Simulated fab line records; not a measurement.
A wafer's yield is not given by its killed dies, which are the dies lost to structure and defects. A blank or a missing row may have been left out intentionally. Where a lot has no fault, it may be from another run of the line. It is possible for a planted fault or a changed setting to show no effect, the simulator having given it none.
A lot that was struck, set against a sound lot -- flow n5 finfet -- 42 steps out of a route of 1938
Sound: the wafers L287.2, L287.3, L287.5. Struck: wafer L299.5 (L299.1, L299.3, from the same lot, were not struck and are left out); the cause is given at the end.
Per side, at each step with rows, come the tool, then ch with its chambers, and then its first start. Under that, the readings that differ: sound wafers -- struck wafers -- difference of the means -- sigmas: that difference in standard deviations of wafers without a fault.
alike: words and numbers the same on both sides, and readings whose means are apart by under 2 such deviations; not compared: readings that were withheld, readings missing a value for some wafer, numbers with overlapping values and no deviation given by the record, and bounds like >300 which may hide the same value.
The two part at a step that has a row with sigmas, a row that says differs or no value, or rows on one side only. When numbers do not overlap yet have no deviation, they are printed without sigmas and do not part them. A reading that every wafer of one side lacks parts them only if that side has two wafers or more.

N5_PMOS_HMC_CHANNEL_EPI_OVL_MEAS_10:
  sound on overlay-01 ch 0, day 1 23:23; struck on overlay-02 ch 0, day 4 23:47
reading,sound,struck,difference,sigmas
PMOS_HMC_BLK_OVL (nm),0.0 -0.3 -1.0,2.1,+2.5,+3
N5_PMOS_HMC_CHANNEL_EPI_INSPECT_11: inspects for defects (macro).
  struck on defect inspect-02, day 4 23:48; sound on defect inspect-02, day 1 23:25
  alike: raw defect count
then, 10 steps without rows for these wafers: N5_PMOS_HMC_CHANNEL_EPI_DESCUM_14 (chemistry O2, time 7.9 s); N5_PMOS_HMC_CHANNEL_EPI_ETCH_32 (etches BARC in N2/H2, stops on SiO2, target depth 85.8 nm, time 50.3 s); N5_PMOS_HMC_CHANNEL_EPI_HM_OPEN_15 (chemistry CHF3/O2, target SiO2, target depth 40.6 nm, time 20.3 s); N5_PMOS_HMC_CHANNEL_EPI_STRIP_33 (strips in N2/H2); N5_PMOS_HMC_CHANNEL_EPI_STRIP_17 (strips in SPM, time 750 s); N5_PMOS_HMC_CHANNEL_EPI_ETCH_38 (etches SiO2 in CF4, target depth 1.5 nm); N5_PMOS_HMC_CHANNEL_EPI_FIN_RECESS_16 (chemistry HBr/Cl2, target Si, target depth 54 nm, time 18 s); N5_PMOS_HMC_CHANNEL_EPI_PRECLEAN_36 (cleans in O3/DIW, time 45 s); N5_PMOS_HMC_CHANNEL_EPI_PRECLEAN_18 (cleans in DHF, time 30 s); N5_PMOS_HMC_CHANNEL_EPI_SRD_19 (time 30 s).
N5_PMOS_HMC_CHANNEL_EPI_EPI_20: deposits SiGe30, target thk 59 nm.
  sound on epi rpcvd-02 ch 0, day 2 00:22; struck on epi rpcvd-02 ch 0, day 5 00:42
reading,sound,struck,difference,sigmas
model.SiGe30_of_PMOS_HMC_CHANNEL_EPI_EPI_20.thk nm (nm),58.84 59.29 58.05,34.86,-23.87,
then, 3 steps without rows for these wafers: N5_PMOS_HMC_CHANNEL_EPI_HM_STRIP_35 (strips SiO2 in dHF, material SiO2, target depth 39.6 nm, time 216 s); N5_PMOS_HMC_CHANNEL_EPI_SRD_39 (time 30 s); N5_PMOS_HMC_CHANNEL_EPI_CMP_21 (polishes SiGe30, target thk 54 nm).
N5_PMOS_HMC_CHANNEL_EPI_THK_MEAS_22:
  struck on film metro-02, day 5 02:20; sound on film metro-02, day 2 02:10
reading,sound,struck,difference,sigmas
HMC_CMP_THK (nm),56.4 52.1 54.6,34.8,-19.6,-15
then, 1 step without rows for these wafers: N5_PMOS_HMC_CHANNEL_EPI_PRECLEAN_40 (cleans in DHF, time 30 s).
N5_PMOS_HMC_CHANNEL_EPI_PRECLEAN_37: cleans in O3/DIW, time 45 s.
  sound on wet bench-01 ch 2,5,7, day 2 02:13; struck on wet bench-06 ch 7, day 5 02:23
reading,sound,struck,difference,sigmas
model.SiGe30_of_PMOS_HMC_CHANNEL_EPI_EPI_20.thk nm (nm),53.43 53.11 53.32,34.1,-19.2,
then, 3 steps without rows for these wafers: N5_PMOS_HMC_CHANNEL_EPI_PRECLEAN_24 (cleans in DHF, time 30 s); N5_PMOS_HMC_CHANNEL_EPI_SRD_25 (time 30 s); N5_PMOS_HMC_CHANNEL_EPI_EPI_26 (deposits Si from SiH4/H2, target thk 3.8 nm, time 22.7 s).
N5_PMOS_HMC_CHANNEL_EPI_INSPECT_30: inspects for defects (darkfield).
  struck on defect inspect-01, day 5 02:49; sound on defect inspect-02, day 2 02:39
  alike: raw defect count
then, 4 steps without rows for these wafers: N5_FIN_SAQP_PRECLEAN_42 (cleans in O3/DIW, time 60 s); N5_FIN_SAQP_PRECLEAN_00 (cleans in SC1, time 60 s); N5_FIN_SAQP_PRECLEAN_44 (cleans in SC2, time 45 s); N5_FIN_SAQP_SRD_01 (time 30 s).
N5_FIN_SAQP_ALD_61: deposits SiO2, target thk 4 nm, pulse time 1 s, purge time 2 s.
  sound on ald sin-04 ch 2,3, day 2 03:47; struck on ald sin-04 ch 3, day 5 02:57
  alike: heater power w, precursor pulse height rel
then, 1 step without rows for these wafers: N5_FIN_SAQP_DENSIFY_62 (time 60 s).
N5_FIN_SAQP_HM_DEP_03: deposits SiNx from SiH4/NH3/N2, target thk 38 nm, time 33.6 s.
  sound on pecvd-02 ch 0,1, day 2 04:17; struck on pecvd-01 ch 2, day 5 03:22
reading,sound,struck,difference,sigmas
showerhead plenum p Torr (Torr),5.11 5.09 5.12,5.24,+0.13,+3
  alike: heater power w, rf fwd power W, throttle valve pct
N5_FIN_SAQP_THK_MEAS_05:
  struck on film metro-01, day 5 03:27; sound on film metro-01, day 2 04:24
  alike: thk nm
N5_FIN_SAQP_PECVD_47: deposits a-Si from SiH4/He, target thk 45 nm, time 36.3 s.
  sound on pecvd-02 ch 0,1, day 2 04:26; struck on pecvd-01 ch 2, day 5 03:29
reading,sound,struck,difference,sigmas
showerhead plenum p Torr (Torr),5.62 5.62 5.63,5.74,+0.12,+3
throttle valve pct (%),19.9 20.0 18.4,17.6,-1.8,-2
  alike: heater power w, rf fwd power W
then, 1 step without rows for these wafers: N5_FIN_SAQP_PECVD_48 (deposits SiNx from SiH4/NH3/N2, target thk 25 nm, time 22.1 s).
N5_FIN_SAQP_PECVD_06: deposits a-Si from SiH4/He, target thk 60 nm, time 48.1 s.
  sound on pecvd-02 ch 0,1, day 2 04:34; struck on pecvd-01 ch 2, day 5 03:34
reading,sound,struck,difference,sigmas
showerhead plenum p Torr (Torr),5.64 5.64 5.64,5.74,+0.10,+2
throttle valve pct (%),20.0 19.6 18.4,17.3,-2.0,-3
  alike: heater power w, rf fwd power W
N5_FIN_SAQP_THK_MEAS_07:
  struck on film metro-01, day 5 03:40; sound on film metro-01, day 2 04:40
  alike: thk nm
N5_FIN_SAQP_HM_DEP_72: deposits SiO2 from SiH4/N2O, target thk 12 nm, time 7.2 s.
  sound on pecvd-01 ch 0,1,2, day 2 04:43; struck on pecvd-03 ch 1, day 5 03:41
  alike: heater power w, rf fwd power W, showerhead plenum p Torr
then, 5 steps without rows for these wafers: N5_FIN_SAQP_COAT_49 (time 60 s, resist thk 100 nm); N5_FIN_SAQP_COAT_50 (time 60 s, resist thk 35 nm); N5_FIN_SAQP_COAT_10 (resist thk 90 nm); N5_FIN_SAQP_EBR_12; N5_FIN_SAQP_SOFTBAKE_11 (time 60 s).
-- the record jumps here: 7 days lie between the struck wafers' starts before and after (it left off in module FIN_SAQP and takes up again in module BEOL_M4, whose first step shown is number 1111 of the route) --
N5_BEOL_M4_RC_MEAS_101:
  sound on prober-02 ch 0, day 7 22:41; struck on prober-01 ch 0, day 11 23:21
reading,sound,struck,difference,sigmas
CJ_P,5.47 6.07 5.35,4.25,-1.38,-5
DIBL_P (mV/V),33 32 32,62,+30,+9
IOFF_P (nA/um),0.19 0.18 0.18,1.48,+1.30,+24
IOFF_P_85C (nA/um),3.5 3.2 3.3,18.8,+15.5,+19
IOFF_P_LIN (nA/um),0.098 0.094 0.094,0.145,+0.050,+2
IOFF_P_LONG (nA/um),0.00011 0.000117 0.000108,6.5e-05,-4.7e-05,-4
ION_P (uA/um),480 460 466,325,-144,-13
REXT_P (ohm.um),97.3 100.9 100.4,123.3,+23.8,+11
RS_NWELL (ohm/sq),1038 1027 1033,1077,+44,+7
SS_P (mV/dec),73.2 72.9 72.6,89.4,+16.5,+18
VT_P_LONG (mV),-274 -274 -273,-286,-12,-4
  alike: DIBL_N, IOFF_N, ION_N, SS_N, VT_N, VT_P

WHERE THEY PART
First at N5_PMOS_HMC_CHANNEL_EPI_OVL_MEAS_10; last, within this record, at N5_BEOL_M4_RC_MEAS_101.

WHY: whatever the simulator had introduced
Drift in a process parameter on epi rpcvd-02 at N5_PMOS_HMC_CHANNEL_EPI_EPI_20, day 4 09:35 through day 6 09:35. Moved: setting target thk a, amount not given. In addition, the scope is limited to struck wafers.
